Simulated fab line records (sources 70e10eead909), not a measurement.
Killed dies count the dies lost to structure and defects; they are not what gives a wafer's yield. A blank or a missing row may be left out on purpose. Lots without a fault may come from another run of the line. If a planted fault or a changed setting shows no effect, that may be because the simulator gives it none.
Chamber matching :: flow nand-harc :: NHARC_P_BONDPAD_STRIP_15 on rie-diel-06: 4 sister chambers
The step strips in O2. 18 wafers are shown with their chamber, then 9 later ones without.

WAFERS PAIRED WITH THEIR CHAMBERS
wafer: L075.1
chamber: 3
showerhead-plenum-p-Torr (Torr): 3.35
rf-vpp-V (V): 57.6
oes-product-au (a.u.): 1.002

wafer: L075.2
chamber: 1
showerhead-plenum-p-Torr (Torr): 3.71
rf-vpp-V (V): 59.6
oes-product-au (a.u.): 0.999

wafer: L075.4
chamber: 0
showerhead-plenum-p-Torr (Torr): 3.44
rf-vpp-V (V): 57.3
oes-product-au (a.u.): 1.014

wafer: L077.1
chamber: 0
showerhead-plenum-p-Torr (Torr): 3.43
rf-vpp-V (V): 58.0
oes-product-au (a.u.): 1.003

wafer: L077.5
chamber: 1
showerhead-plenum-p-Torr (Torr): 3.71
rf-vpp-V (V): 58.9
oes-product-au (a.u.): 0.993

wafer: L077.6
chamber: 3
showerhead-plenum-p-Torr (Torr): 3.35
rf-vpp-V (V): 57.8
oes-product-au (a.u.): 1.001

wafer: L082.2
chamber: 2
showerhead-plenum-p-Torr (Torr): 3.49
rf-vpp-V (V): 57.6
oes-product-au (a.u.): 0.989

wafer: L082.4
chamber: 3
showerhead-plenum-p-Torr (Torr): 3.35
rf-vpp-V (V): 55.0
oes-product-au (a.u.): 1.009

wafer: L082.5
chamber: 0
showerhead-plenum-p-Torr (Torr): 3.43
rf-vpp-V (V): 57.9
oes-product-au (a.u.): 1.005

wafer: L090.1
chamber: 2
showerhead-plenum-p-Torr (Torr): 3.49
rf-vpp-V (V): 57.2
oes-product-au (a.u.): 1.008

wafer: L090.5
chamber: 2
showerhead-plenum-p-Torr (Torr): 3.49
rf-vpp-V (V): 56.6
oes-product-au (a.u.): 1.005

wafer: L090.6
chamber: 1
showerhead-plenum-p-Torr (Torr): 3.70
rf-vpp-V (V): 56.9
oes-product-au (a.u.): 1.015

wafer: L092.2
chamber: 2
showerhead-plenum-p-Torr (Torr): 3.49
rf-vpp-V (V): 57.6
oes-product-au (a.u.): 0.992

wafer: L092.3
chamber: 1
showerhead-plenum-p-Torr (Torr): 3.70
rf-vpp-V (V): 58.1
oes-product-au (a.u.): 1.011

wafer: L092.5
chamber: 1
showerhead-plenum-p-Torr (Torr): 3.70
rf-vpp-V (V): 58.4
oes-product-au (a.u.): 1.009

wafer: L094.2
chamber: 0
showerhead-plenum-p-Torr (Torr): 3.43
rf-vpp-V (V): 58.9
oes-product-au (a.u.): 1.014

wafer: L094.5
chamber: 2
showerhead-plenum-p-Torr (Torr): 3.48
rf-vpp-V (V): 58.3
oes-product-au (a.u.): 0.999

wafer: L094.6
chamber: 1
showerhead-plenum-p-Torr (Torr): 3.70
rf-vpp-V (V): 58.7
oes-product-au (a.u.): 1.017

SIGNATURES (averages over the wafers above)
reading: showerhead-plenum-p-Torr
chamber 0: 3.4325
chamber 1: 3.7033
chamber 2: 3.4880
chamber 3: 3.3500
scatter within a chamber: 0.00454

reading: rf-vpp-V
chamber 0: 58.025
chamber 1: 58.433
chamber 2: 57.460
chamber 3: 56.800
scatter within a chamber: 0.92

reading: oes-product-au
chamber 0: 1.00900
chamber 1: 1.00733
chamber 2: 0.99860
chamber 3: 1.00400
scatter within a chamber: 0.00779
Rule: distance of a wafer from a chamber = root of the sum over the readings of ((wafer's reading minus chamber's mean) / reading's scatter) squared. If the next closest chamber is less than 2 further off than the closest, the wafer can't be placed; otherwise it belongs to the closest. The scatter: the root of (the sum of the squares of (reading less its chamber's mean) over the shown wafers, divided by (wafers less chambers)).

WAFERS WITHOUT THEIR CHAMBER
wafer: L095.3
showerhead-plenum-p-Torr (Torr): 3.43
rf-vpp-V (V): 56.5
oes-product-au (a.u.): 1.012

wafer: L095.5
showerhead-plenum-p-Torr (Torr): 3.70
rf-vpp-V (V): 58.3
oes-product-au (a.u.): 1.016

wafer: L095.6
showerhead-plenum-p-Torr (Torr): 3.43
rf-vpp-V (V): 58.1
oes-product-au (a.u.): 1.010

wafer: L096.4
showerhead-plenum-p-Torr (Torr): 3.43
rf-vpp-V (V): 58.7
oes-product-au (a.u.): 1.011

wafer: L096.5
showerhead-plenum-p-Torr (Torr): 3.70
rf-vpp-V (V): 58.0
oes-product-au (a.u.): 1.017

wafer: L096.6
showerhead-plenum-p-Torr (Torr): 3.48
rf-vpp-V (V): 57.6
oes-product-au (a.u.): 0.997

wafer: L097.3
showerhead-plenum-p-Torr (Torr): 3.70
rf-vpp-V (V): 59.2
oes-product-au (a.u.): 1.018

wafer: L097.5
showerhead-plenum-p-Torr (Torr): 3.43
rf-vpp-V (V): 57.4
oes-product-au (a.u.): 0.997

wafer: L097.6
showerhead-plenum-p-Torr (Torr): 3.70
rf-vpp-V (V): 58.1
oes-product-au (a.u.): 1.011

CHAMBER TAKEN BY EACH
wafer: L095.3
from the rows above: 0
in truth: 0

wafer: L095.5
from the rows above: 1
in truth: 1

wafer: L095.6
from the rows above: 0
in truth: 0

wafer: L096.4
from the rows above: 0
in truth: 0

wafer: L096.5
from the rows above: 1
in truth: 1

wafer: L096.6
from the rows above: 2
in truth: 2

wafer: L097.3
from the rows above: 1
in truth: 1

wafer: L097.5
from the rows above: 0
in truth: 0

wafer: L097.6
from the rows above: 1
in truth: 1
9 of 9 placed correctly. Left unplaced by these rows: 0. Number placed wrongly: 0.
